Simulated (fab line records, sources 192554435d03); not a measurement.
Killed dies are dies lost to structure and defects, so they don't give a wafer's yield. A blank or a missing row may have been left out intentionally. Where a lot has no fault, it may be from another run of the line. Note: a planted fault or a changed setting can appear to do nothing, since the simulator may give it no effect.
Split-lot trial / flow n5 finfet / route with 1938 steps; 7 lots, 21 wafers read

## THE SPLIT
At N5_BEOL_M13_COAT_66 (time 60 s, resist thk 110 nm), the setting spin rpm was moved away from the recipe's 1500 rpm on 5 of the 21 wafers read, by -10.9% to +4.7%. This setting was run at the recipe's value on the other wafers.

The reading comes from the split's own step.

## THE READING
SiARC_of_BEOL_M13_COAT_66.thk nm (the simulator's own value, which no gauge read), in nm, at N5_BEOL_M13_COAT_66 (time 60 s, resist thk 110 nm). There is no usual value for it anywhere in the file. Across the 16 wafers here that went through the recipe, the average is 110.1 nm and the standard deviation 0.28 nm.

wafer=L077.1; tool, chamber at the split=litho track-01, 0; spin rpm as run, rpm=1500; against the recipe=recipe; SiARC_of_BEOL_M13_COAT_66.thk nm, nm=109.8; against lot-mates on the recipe=-
wafer=L077.2; tool, chamber at the split=litho track-01, 0; spin rpm as run, rpm=1500; against the recipe=recipe; SiARC_of_BEOL_M13_COAT_66.thk nm, nm=109.8; against lot-mates on the recipe=-
wafer=L077.4; tool, chamber at the split=litho track-01, 0; spin rpm as run, rpm=1565; against the recipe=+4.3%; SiARC_of_BEOL_M13_COAT_66.thk nm, nm=108; against lot-mates on the recipe=-1.8
wafer=L079.2; tool, chamber at the split=litho track-01, 0; spin rpm as run, rpm=1500; against the recipe=recipe; SiARC_of_BEOL_M13_COAT_66.thk nm, nm=110.2; against lot-mates on the recipe=-
wafer=L079.3; tool, chamber at the split=litho track-01, 0; spin rpm as run, rpm=1570; against the recipe=+4.7%; SiARC_of_BEOL_M13_COAT_66.thk nm, nm=108; against lot-mates on the recipe=-2.2
wafer=L079.4; tool, chamber at the split=litho track-01, 0; spin rpm as run, rpm=1570; against the recipe=+4.7%; SiARC_of_BEOL_M13_COAT_66.thk nm, nm=107.8; against lot-mates on the recipe=-2.4
wafer=L078.2; tool, chamber at the split=litho track-05, 0; spin rpm as run, rpm=1500; against the recipe=recipe; SiARC_of_BEOL_M13_COAT_66.thk nm, nm=109.8; against lot-mates on the recipe=-
wafer=L078.3; tool, chamber at the split=litho track-05, 0; spin rpm as run, rpm=1500; against the recipe=recipe; SiARC_of_BEOL_M13_COAT_66.thk nm, nm=110; against lot-mates on the recipe=-
wafer=L078.6; tool, chamber at the split=litho track-05, 0; spin rpm as run, rpm=1500; against the recipe=recipe; SiARC_of_BEOL_M13_COAT_66.thk nm, nm=110; against lot-mates on the recipe=-
wafer=L087.1; tool, chamber at the split=litho track-04, 0; spin rpm as run, rpm=1500; against the recipe=recipe; SiARC_of_BEOL_M13_COAT_66.thk nm, nm=110; against lot-mates on the recipe=-
wafer=L087.2; tool, chamber at the split=litho track-04, 0; spin rpm as run, rpm=1500; against the recipe=recipe; SiARC_of_BEOL_M13_COAT_66.thk nm, nm=110; against lot-mates on the recipe=-
wafer=L087.6; tool, chamber at the split=litho track-04, 0; spin rpm as run, rpm=1500; against the recipe=recipe; SiARC_of_BEOL_M13_COAT_66.thk nm, nm=109.8; against lot-mates on the recipe=-
wafer=L090.1; tool, chamber at the split=litho track-05, 0; spin rpm as run, rpm=1500; against the recipe=recipe; SiARC_of_BEOL_M13_COAT_66.thk nm, nm=110.6; against lot-mates on the recipe=-
wafer=L090.5; tool, chamber at the split=litho track-05, 0; spin rpm as run, rpm=1500; against the recipe=recipe; SiARC_of_BEOL_M13_COAT_66.thk nm, nm=110.6; against lot-mates on the recipe=-
wafer=L090.6; tool, chamber at the split=litho track-05, 0; spin rpm as run, rpm=1500; against the recipe=recipe; SiARC_of_BEOL_M13_COAT_66.thk nm, nm=110.6; against lot-mates on the recipe=-
wafer=L092.1; tool, chamber at the split=litho track-05, 0; spin rpm as run, rpm=1500; against the recipe=recipe; SiARC_of_BEOL_M13_COAT_66.thk nm, nm=110.4; against lot-mates on the recipe=-
wafer=L092.5; tool, chamber at the split=litho track-05, 0; spin rpm as run, rpm=1336; against the recipe=-10.9%; SiARC_of_BEOL_M13_COAT_66.thk nm, nm=116.2; against lot-mates on the recipe=+5.8
wafer=L092.6; tool, chamber at the split=litho track-05, 0; spin rpm as run, rpm=1336; against the recipe=-10.9%; SiARC_of_BEOL_M13_COAT_66.thk nm, nm=116.2; against lot-mates on the recipe=+5.8
wafer=L095.3; tool, chamber at the split=litho track-04, 0; spin rpm as run, rpm=1500; against the recipe=recipe; SiARC_of_BEOL_M13_COAT_66.thk nm, nm=110; against lot-mates on the recipe=-
wafer=L095.5; tool, chamber at the split=litho track-04, 0; spin rpm as run, rpm=1500; against the recipe=recipe; SiARC_of_BEOL_M13_COAT_66.thk nm, nm=110; against lot-mates on the recipe=-
wafer=L095.4; tool, chamber at the split=litho track-04, 0; spin rpm as run, rpm=1500; against the recipe=recipe; SiARC_of_BEOL_M13_COAT_66.thk nm, nm=110.2; against lot-mates on the recipe=-

THE FIT
A straight line over all 21 wafers: SiARC_of_BEOL_M13_COAT_66.thk nm changes by -0.539 nm for each +1% of spin rpm; r = -0.99; the points scatter about the line by 0.28 nm.
The same after taking each lot's own level away (the mean of its wafers on the recipe; 21 wafers): -0.517 nm for each +1%; r = -1.00; scatter 0.13 nm.
On that fit, the largest move of spin rpm shifts the reading by 5.6 nm.
Measured against the standard deviation above, the lots' own levels, which go from 109.80 to 110.60 nm, span 2.8 times it.
Hence the lot-to-lot level has little effect on the slope; both slopes agree.
Check: for one of the wafers moved furthest among these (-10.9%), held out of the fit, the line's prediction against its lot-mates is +5.62 nm. It came out at +5.8 nm against them.

## OTHER SPLITS ON THESE WAFERS
These wafers also went through other splits before the reading. Each is held against what the fit with the lots' levels taken away leaves over:
other split on the same wafers=N5_BEOL_M11_DESCUM_16 time s; wafers away from the commonest value=4; r with SiARC_of_BEOL_M13_COAT_66.thk nm (lot level and that fit taken away)=-0.24
other split on the same wafers=N5_BEOL_M11_ETCH_62 time s; wafers away from the commonest value=10; r with SiARC_of_BEOL_M13_COAT_66.thk nm (lot level and that fit taken away)=+0.39
other split on the same wafers=N5_BEOL_M11_ETCH_66 time s; wafers away from the commonest value=9; r with SiARC_of_BEOL_M13_COAT_66.thk nm (lot level and that fit taken away)=-0.14
other split on the same wafers=N5_BEOL_M11_VIA_ETCH_34 time s; wafers away from the commonest value=7; r with SiARC_of_BEOL_M13_COAT_66.thk nm (lot level and that fit taken away)=+0.46
other split on the same wafers=N5_BEOL_M13_ILD_DEP_00 time s; wafers away from the commonest value=8; r with SiARC_of_BEOL_M13_COAT_66.thk nm (lot level and that fit taken away)=-0.03
other split on the same wafers=N5_BEOL_M13_COAT_58 spin rpm; wafers away from the commonest value=10; r with SiARC_of_BEOL_M13_COAT_66.thk nm (lot level and that fit taken away)=+0.05

## FILE'S OWN FIT
SiARC_of_BEOL_M13_COAT_66.thk nm changes by -0.512 nm for each +1% of spin rpm, r = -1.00.
